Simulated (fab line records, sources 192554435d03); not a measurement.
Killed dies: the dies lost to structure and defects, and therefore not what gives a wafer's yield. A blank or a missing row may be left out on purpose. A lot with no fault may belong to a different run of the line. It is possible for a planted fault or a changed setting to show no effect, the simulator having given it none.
Which tool is to blame? :: flow n5_finfet :: Sampling: 11 lots, 30 wafers, 5 of 1938 route steps

WHAT EACH GAUGE READ, for each wafer
N5_BEOL_M10_CD_MEAS_11: the cd target is 64.1 nm.
lot: L648
measured: day 10 09:44
on: cd_sem-02
cd_nm (nm): 63.2 63.8 62.5

lot: L650
measured: day 10 21:43
on: cd_sem-01
cd_nm (nm): 64.7 65.2 64.3

lot: L649
measured: day 11 03:10
on: cd_sem-01
cd_nm (nm): 64.8 64.9 65.0

lot: L652
measured: day 11 03:19
on: cd_sem-01
cd_nm (nm): 63.6 64.0 62.8

lot: L651
measured: day 11 11:11
on: cd_sem-03
cd_nm (nm): 63.8 62.4

lot: L653
measured: day 12 10:38
on: cd_sem-03
cd_nm (nm): 63.5 63.5

lot: L657
measured: day 13 04:50
on: cd_sem-02
cd_nm (nm): 64.7 64.4

lot: L658
measured: day 13 07:19
on: cd_sem-03
cd_nm (nm): 59.9 59.5 59.9

lot: L663
measured: day 13 17:57
on: cd_sem-03
cd_nm (nm): 61.3 62.0 61.1

lot: L668
measured: day 16 13:52
on: cd_sem-03
cd_nm (nm): 64.1 63.9 65.0

lot: L669
measured: day 17 04:28
on: cd_sem-01
cd_nm (nm): 63.0 64.2 63.4

WHAT TOOL EACH LOT RAN ON (gives the tool, then ch and the chambers of the sampled wafers, and finally the start)
lot: L648
N5_BEOL_M9_SURFACE_TREAT_79: pvd_sputter-01, day 10 04:54
N5_BEOL_M9_DEP_56: pecvd-01 ch 0,2, day 10 06:17
N5_BEOL_M10_HM_DEP_02: pvd_sputter-01, day 10 09:22
N5_BEOL_M10_EXPOSE_08: arfi_scanner-03 ch 0, day 10 09:37

lot: L650
N5_BEOL_M9_SURFACE_TREAT_79: pvd_sputter-02, day 10 18:20
N5_BEOL_M9_DEP_56: pecvd-01 ch 0,1,2, day 10 19:35
N5_BEOL_M10_HM_DEP_02: pvd_sputter-02, day 10 21:13
N5_BEOL_M10_EXPOSE_08: arfi_scanner-01 ch 0, day 10 21:35

lot: L649
N5_BEOL_M9_SURFACE_TREAT_79: pvd_sputter-03, day 10 22:58
N5_BEOL_M9_DEP_56: pecvd-01 ch 0,1,2, day 11 00:23
N5_BEOL_M10_HM_DEP_02: pvd_sputter-03, day 11 02:40
N5_BEOL_M10_EXPOSE_08: arfi_scanner-02 ch 0, day 11 03:03

lot: L652
N5_BEOL_M9_SURFACE_TREAT_79: pvd_sputter-01, day 10 23:34
N5_BEOL_M9_DEP_56: pecvd-01 ch 0,1,2, day 11 00:40
N5_BEOL_M10_HM_DEP_02: pvd_sputter-01, day 11 02:42
N5_BEOL_M10_EXPOSE_08: arfi_scanner-01 ch 0, day 11 03:12

lot: L651
N5_BEOL_M9_SURFACE_TREAT_79: pvd_sputter-01, day 11 07:47
N5_BEOL_M9_DEP_56: pecvd-02 ch 0,2, day 11 09:12
N5_BEOL_M10_HM_DEP_02: pvd_sputter-03, day 11 10:43
N5_BEOL_M10_EXPOSE_08: arfi_scanner-03 ch 0, day 11 11:04

lot: L653
N5_BEOL_M9_SURFACE_TREAT_79: pvd_sputter-01, day 12 04:46
N5_BEOL_M9_DEP_56: pecvd-01 ch 0,2, day 12 06:22
N5_BEOL_M10_HM_DEP_02: pvd_sputter-01, day 12 10:08
N5_BEOL_M10_EXPOSE_08: arfi_scanner-02 ch 0, day 12 10:30

lot: L657
N5_BEOL_M9_SURFACE_TREAT_79: pvd_sputter-03, day 13 01:11
N5_BEOL_M9_DEP_56: pecvd-04 ch 0,2, day 13 02:24
N5_BEOL_M10_HM_DEP_02: pvd_sputter-01, day 13 04:28
N5_BEOL_M10_EXPOSE_08: arfi_scanner-02 ch 0, day 13 04:42

lot: L658
N5_BEOL_M9_SURFACE_TREAT_79: pvd_sputter-01, day 13 04:55
N5_BEOL_M9_DEP_56: pecvd-04 ch 1,2, day 13 06:02
N5_BEOL_M10_HM_DEP_02: pvd_sputter-01, day 13 06:56
N5_BEOL_M10_EXPOSE_08: arfi_scanner-02 ch 0, day 13 07:11

lot: L663
N5_BEOL_M9_SURFACE_TREAT_79: pvd_sputter-02, day 13 12:47
N5_BEOL_M9_DEP_56: pecvd-01 ch 0,1,2, day 13 14:04
N5_BEOL_M10_HM_DEP_02: pvd_sputter-01, day 13 17:27
N5_BEOL_M10_EXPOSE_08: arfi_scanner-02 ch 0, day 13 17:50

lot: L668
N5_BEOL_M9_SURFACE_TREAT_79: pvd_sputter-01, day 16 09:14
N5_BEOL_M9_DEP_56: pecvd-02 ch 0,1,2, day 16 10:20
N5_BEOL_M10_HM_DEP_02: pvd_sputter-01, day 16 13:22
N5_BEOL_M10_EXPOSE_08: arfi_scanner-01 ch 0, day 16 13:44

lot: L669
N5_BEOL_M9_SURFACE_TREAT_79: pvd_sputter-02, day 17 00:10
N5_BEOL_M9_DEP_56: pecvd-04 ch 0,2, day 17 01:34
N5_BEOL_M10_HM_DEP_02: pvd_sputter-01, day 17 03:58
N5_BEOL_M10_EXPOSE_08: arfi_scanner-03 ch 0, day 17 04:20
- N5_BEOL_M9_SURFACE_TREAT_79
- N5_BEOL_M9_DEP_56: deposits SiCN from 3MS/NH3, target thk 15 nm, time 26.5 s.
- N5_BEOL_M10_HM_DEP_02: deposits TiN, target thk 20 nm.
- N5_BEOL_M10_EXPOSE_08: exposes mask M10.

THE ANSWER, worked out from the rows above alone
Rule: what is usual is taken from the lots themselves. Put in order of their means at a reading, lots are off if they are a third of the lots or fewer, leave a main group of 4 or more, and stand apart from it by a gap of 3 or more times the standard deviation of the main group's means; of several such gaps the widest counts. If all means in a main group match to the digits the tables above print for the reading, that group is not used. Also off: a lot with no number at a reading for which 4 or more lots have one. All remaining lots with rows at the step are treated as sound.
No lot is off at any reading shown: from this, nothing can be told.

WHAT HAD BEEN PUT IN BY THE SIMULATOR
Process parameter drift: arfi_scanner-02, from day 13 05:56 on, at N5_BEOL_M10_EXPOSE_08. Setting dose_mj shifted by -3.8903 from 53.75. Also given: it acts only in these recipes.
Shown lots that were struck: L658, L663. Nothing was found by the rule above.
